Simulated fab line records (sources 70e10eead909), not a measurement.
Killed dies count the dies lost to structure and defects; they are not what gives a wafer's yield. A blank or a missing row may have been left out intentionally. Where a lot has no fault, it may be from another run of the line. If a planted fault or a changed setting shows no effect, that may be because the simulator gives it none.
fab line records ; flow nand_harc
record lots=5; wafers=15; last_day=33
route steps=1302 shown P_GATE@118 END@1302
lots that met no fault: from a run of the same line without faults
start_h: the number of hours between the record's first day and the start of the first shown wafer of the lot ; wait_h: time in hours since the lot's previous step ; " repeats the value in the row above ; L1.1+2: a row that stands for several wafers ; - no value present, or no start provided ; * or withheld: withheld ; < > ~ a bound
route shown NAME@n: NAME is a module with steps in the file, n the number in the route of the first one ; usual: mean/standard deviation of fault-free wafers ; same: alike in all rows ; chamber/n: place in a boat ; sites: each site's reading ; _std_site: the values' standard deviation ; _edge_site: outer sites' mean less inner sites' ; radius_mm: for every site, how far away it sits from the centre of the wafer ; mask NAME#n: copy n ; behind: the tool/chamber that last shaped the wafer ; hold: why the lot was held/for how many hours/how that ended ; device: which transistor (n, p or np) failed to switch ; end of line: the same wafers' tests at the end of the route ; a step given without rows: its recipe and nothing more ; killed: dies lost to structure and defects at the first sort, not the wafer's yield ; map: per-die view of a wafer (x killed, . not killed, _ where there is no die)
set.NAME: the setting the step ran with; set.NAME@STEP: the setting that earlier step ran with ; model.NAME: the simulator's own value behind a step, which no gauge read
lots at selected steps of the route; one table per step, one row per wafer
services: from which hour (start_h, from the record's first day; less than 0 if before it) a tool's chamber was out of use, for how many hours, and why
## steps
# step NHARC_P_GATE_EBR_07
# step NHARC_P_GATE_EXPOSE_08
# recipe na=0.6; dose_mj=16.75; mask_id=P_HV
# step NHARC_P_GATE_PEB_09
# recipe peb_temp_c=118; peb_time_s=85
# step NHARC_P_GATE_DEVELOP_10
# recipe time_s=70
# step NHARC_P_GATE_CD_MEAS_11
# recipe target_cd_nm=1640; landing_energy_ev=500
# usual cd_nm=1640.6/1.8
lot.wafer;tool;chamber;start_h;wait_h;cd_nm
L300.2;cd_sem-01;0;92.48;-;1643.5
L300.3;cd_sem-01;0;92.48;-;1642.7
L300.6;cd_sem-01;0;92.48;-;1642.5
L308.1;cd_sem-02;0;170.08;-;1641.4
L308.5;cd_sem-02;0;170.08;-;1641.6
L308.6;cd_sem-02;0;170.08;-;1643.1
L317.1;cd_sem-02;0;261.00;-;1638.2
L317.2;cd_sem-02;0;261.00;-;1636.1
L317.4;cd_sem-02;0;261.00;-;1640.2
L319.1;cd_sem-02;0;281.99;-;1640.7
L319.2;cd_sem-02;0;281.99;-;1641.0
L319.3;cd_sem-02;0;281.99;-;1641.9
L322.2;cd_sem-02;0;317.49;-;1640.6
L322.4;cd_sem-02;0;317.49;-;1639.8
L322.6;cd_sem-02;0;317.49;-;1639.1
# step NHARC_P_GATE_HARDBAKE_12
# recipe temp_c=125; time_s=80
# step NHARC_P_GATE_DESCUM_13
# recipe time_s=3; o2_flow_sccm=200; ar_flow_sccm=0; bias_power_w=0; chemistry=O2
# usual drypump_motor_current_A=5.7/0.46; o2_flow_sccm=199.9/0.62; oes_product_au=0.998/0.01; rf_vpp_V=57.8/0.95; showerhead_plenum_p_Torr=1.91/0.1; throttle_valve_pct=11.311/0.0089
lot.wafer;tool;chamber;start_h;wait_h;drypump_motor_current_A;o2_flow_sccm;oes_product_au;rf_hours_counter_h;rf_vpp_V;showerhead_plenum_p_Torr;throttle_valve_pct
L300.3;rie_diel-04;3;92.64;-;5.9;199.7;0.985;3.9;58.0;1.87;11.306
L300.2;rie_diel-04;0;92.64;-;5.4;199.2;0.999;3.0;58.5;2.05;11.311
L300.6;rie_diel-04;0;92.64;-;5.4;198.4;1.002;-;58.0;2.05;11.314
L308.1;rie_diel-09;0;170.24;-;6.4;199.5;0.998;2.0;58.3;1.86;11.316
L308.5;rie_diel-09;0;170.24;-;6.4;199.5;0.997;-;56.2;1.86;11.303
L308.6;rie_diel-09;1;170.24;-;5.7;198.4;1.006;-;57.3;1.79;11.313
L317.2;rie_diel-13;3;261.16;-;4.9;200.5;0.984;5.0;57.5;2.01;11.306
L317.1;rie_diel-13;1;261.16;-;5.4;199.7;0.995;4.7;58.0;2.03;11.309
L317.4;rie_diel-13;2;261.16;-;5.6;198.8;0.992;4.6;58.7;1.92;11.289
L319.3;rie_diel-13;1;282.16;-;5.3;200.2;0.986;6.8;56.6;2.03;11.314
L319.1;rie_diel-13;2;282.16;-;5.5;200.9;1.003;5.9;57.2;1.92;11.297
L319.2;rie_diel-13;3;282.16;-;4.9;200.1;1.000;6.2;57.7;2.01;11.320
L322.2;rie_diel-09;0;317.64;-;6.5;200.7;1.008;9.2;57.8;1.86;11.322
L322.4;rie_diel-09;2;317.64;-;5.5;199.4;0.989;7.8;57.8;1.80;11.321
L322.6;rie_diel-09;1;317.64;-;5.7;199.8;0.991;-;57.9;1.78;11.316
# step NHARC_P_GATE_ETCH_14
# recipe target_depth_a=488; chemistry=dHF; material=SiO2
# step NHARC_P_GATE_STRIP_15
# recipe time_s=780; temp_c=130; chemistry=SPM
# step NHARC_P_GATE_PRECLEAN_71
# recipe time_s=*; temp_c=50; bath_age_min=0; chemistry=SC1
# step NHARC_P_GATE_SRD_72
# step NHARC_P_GATE_OXIDE_16
# recipe target_thk_a=30; temp_c=875; ox_time_s=392; material=SiO2
# step NHARC_P_GATE_CVD_17
# recipe target_thk_a=1500; temp_c=620; time_s=900; material=poly-Si
# usual spike_tc_bottom_C=640.1/2.5; spike_tc_centre_C=619.9/1; spike_tc_lower_C=620.3/1.4; spike_tc_top_C=639/3.7; spike_tc_upper_C=619.5/1.3; tube_center_temp_C=620/0.057; zone_power_centre_pct=10.20/0.21
lot.wafer;tool;chamber;start_h;wait_h;spike_tc_bottom_C;spike_tc_centre_C;spike_tc_lower_C;spike_tc_top_C;spike_tc_upper_C;tube_center_temp_C;zone_power_centre_pct
L300.2;lpcvd_poly-04;0;102.81;2.7;641.5;619.3;620.8;643;618.9;619.98;10.39
L300.3;lpcvd_poly-04;0;102.81;2.7;643.2;618.9;620.8;641;620.1;619.95;10.34
L300.6;lpcvd_poly-04;0;102.81;2.7;643.6;620.7;619.8;643;620.2;619.95;10.45
L308.1;lpcvd_poly-04;0;180.23;2.7;657.0;633.3;632.7;656;633.9;633.94;11.03
L308.5;lpcvd_poly-04;0;180.23;2.7;657.7;634.6;632.9;656;632.6;633.99;10.74
L308.6;lpcvd_poly-04;0;180.23;2.7;657.2;632.7;633.8;657;632.7;633.95;10.68
L317.1;lpcvd_poly-04;0;271.13;2.7;642.0;619.8;620.0;643;620.5;619.96;10.36
L317.2;lpcvd_poly-04;0;271.13;2.7;644.7;620.4;618.4;644;619.3;620.03;10.28
L317.4;lpcvd_poly-04;0;271.13;2.7;643.3;621.3;618.8;642;619.0;619.95;10.58
L319.1;lpcvd_poly-04;0;292.07;2.7;644.2;619.8;618.9;641;618.7;620.03;10.33
L319.2;lpcvd_poly-04;0;292.07;2.7;644.0;622.0;619.6;643;619.9;619.97;10.53
L319.3;lpcvd_poly-04;0;292.07;2.7;642.8;619.2;617.9;642;621.2;619.96;10.31
L322.2;lpcvd_poly-01;0;327.51;2.6;637.8;620.5;622.9;636;621.3;620.01;9.95
L322.4;lpcvd_poly-01;0;327.51;2.6;639.9;618.7;619.7;637;619.1;620.04;9.95
L322.6;lpcvd_poly-01;0;327.51;2.6;639.4;619.5;621.2;636;618.7;619.92;10.07
# step NHARC_P_GATE_HM_DEP_102
# recipe target_thk_a=1200; temp_c=400; material=aC
# usual throttle_valve_pct=35.000/0.0089
lot.wafer;tool;chamber;start_h;wait_h;throttle_valve_pct
L300.2;acl_dep-02;0;111.71;6.7;34.996
L300.3;acl_dep-02;0;111.71;6.7;34.987
L300.6;acl_dep-02;0;111.71;6.7;35.004
L308.1;acl_dep-01;0;183.74;1.3;35.011
L308.5;acl_dep-01;0;183.74;1.3;34.973
L308.6;acl_dep-01;0;183.74;1.3;35.006
L317.1;acl_dep-03;0;273.67;0.4;35.006
L317.2;acl_dep-03;0;273.67;0.4;35.003
L317.4;acl_dep-03;0;273.67;0.4;34.997
L319.1;acl_dep-01;0;294.84;0.5;34.999
L319.2;acl_dep-01;0;294.84;0.5;34.996
L319.3;acl_dep-01;0;294.84;0.5;34.999
L322.2;acl_dep-03;0;330.59;0.9;35.000
L322.4;acl_dep-03;0;330.59;0.9;34.996
L322.6;acl_dep-03;0;330.59;0.9;35.001
# step NHARC_END_SORT_01
# recipe temp_c=25
# usual killed_at_array=55/19; killed_at_other=0.6/0.99; killed_at_periphery=4.2/2.6; killed_dies=60/18; killed_open=3.4/1.7; killed_short=2.3/1.5
# same gross_dies=677
lot.wafer;tool;chamber;start_h;wait_h;killed_at_array;killed_at_other;killed_at_periphery;killed_dies;killed_open;killed_short
L308.1;prober-01;0;653.16;2.5;62;0;1;63;6;6
L308.5;prober-01;0;656.37;3.7;65;1;8;74;4;3
L308.6;prober-01;0;657.17;4.0;65;0;7;72;3;0
# killed by level:class
L308.1 A_SLIT:chamber_film_flake=23 A_CHANNEL_HOLE_D2:chamber_film_flake=10 A_CHANNEL_HOLE_D1:chamber_film_flake=6 A_CONTACT:chamber_film_flake=5 A_CHANNEL_FILL_D2:geometric_particle:open=3 A_STAIRCASE:chamber_film_flake=3 A_DECK1_JOINT:geometric_particle:short=2 A_SOURCE_PLATE:geometric_particle:short=1
L308.5 A_SLIT:chamber_film_flake=31 A_CHANNEL_HOLE_D2:chamber_film_flake=15 A_CHANNEL_HOLE_D1:chamber_film_flake=7 A_CONTACT:chamber_film_flake=7 P_CONTACT:chamber_film_flake=3 P_GATE:geometric_particle:short=1 P_M0:geometric_particle:open=1 P_M0:geometric_particle:short=1
L308.6 A_SLIT:chamber_film_flake=39 A_CHANNEL_HOLE_D2:chamber_film_flake=10 A_CONTACT:chamber_film_flake=7 A_CHANNEL_HOLE_D1:chamber_film_flake=4 P_GATE:chamber_film_flake=3 P_M1:chamber_film_flake=2 A_ONON_D1:geometric_particle:open=1 A_DECK1_JOINT:geometric_particle:open=1
## services
tool;chamber;start_h;hours;kind
rie_diel-13;0;70.94;-;clean
rie_diel-13;1;70.94;-;clean
rie_diel-13;2;70.94;-;clean
rie_diel-04;-;77.98;1.0;repair
rie_diel-04;-;82.21;0.7;repair
rie_diel-04;2;109.66;6.8;repair
acl_dep-03;-;117.56;13.0;pm
rie_diel-13;0;137.45;3.9;repair
rie_diel-09;-;143.13;9.0;pm
rie_diel-13;3;155.95;2.7;repair
rie_diel-13;2;158.24;3.8;repair
rie_diel-13;-;165.41;9.0;pm
rie_diel-04;-;177.97;9.0;pm
rie_diel-09;-;182.81;0.9;repair
acl_dep-01;-;186.31;13.0;pm
acl_dep-03;-;192.80;10.8;repair
lpcvd_poly-04;-;214.94;1.2;repair
acl_dep-01;-;223.88;8.1;repair
rie_diel-09;0;227.22;16.6;repair
rie_diel-09;2;227.75;3.5;repair
acl_dep-02;-;248.77;13.0;pm
acl_dep-03;-;300.01;13.0;pm
rie_diel-09;2;311.39;3.0;repair
rie_diel-09;-;320.13;9.0;pm
## key
first_sign step=NHARC_P_GATE_CVD_17; reading=tube_center_temp_C; direction=up; sigmas=99+; usual=*; struck=*
effect step=NHARC_P_GATE_CVD_17; reading=spike_tc_centre_C; direction=up; sigmas=13; usual=619.9; struck=633.6
met_at NHARC_P_GATE_CVD_17
struck_wafers L308.1,L308.5,L308.6
tester_left_out L308
onset_between 102.81 180.23
fault kind=process_parameter_drift; tool=lpcvd_poly-04; chamber=-; onset_h=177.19; steps=NHARC_P_GATE_CVD_17,NHARC_A_SOURCE_PLATE_CVD_03,NHARC_A_CHANNEL_FILL_D1_CVD_18,NHARC_A_CHANNEL_FILL_D1_CVD_05,NHARC_A_CHANNEL_FILL_D1_CVD_09,NHARC_A_DECK1_JOINT_CVD_12,NHARC_A_CHANNEL_FILL_D2_CVD_18,NHARC_A_CHANNEL_FILL_D2_CVD_05,+2; channel=temp_c; offset=*; shape=step; end_h=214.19
# tester_left_out: of these lots the tester's yield and bins aren't shown, on N5 and GAA mostly nor the transistor test; their killed dies are dies lost to structure and defects alone, not to doping, threshold or leakage, so they don't give the yield
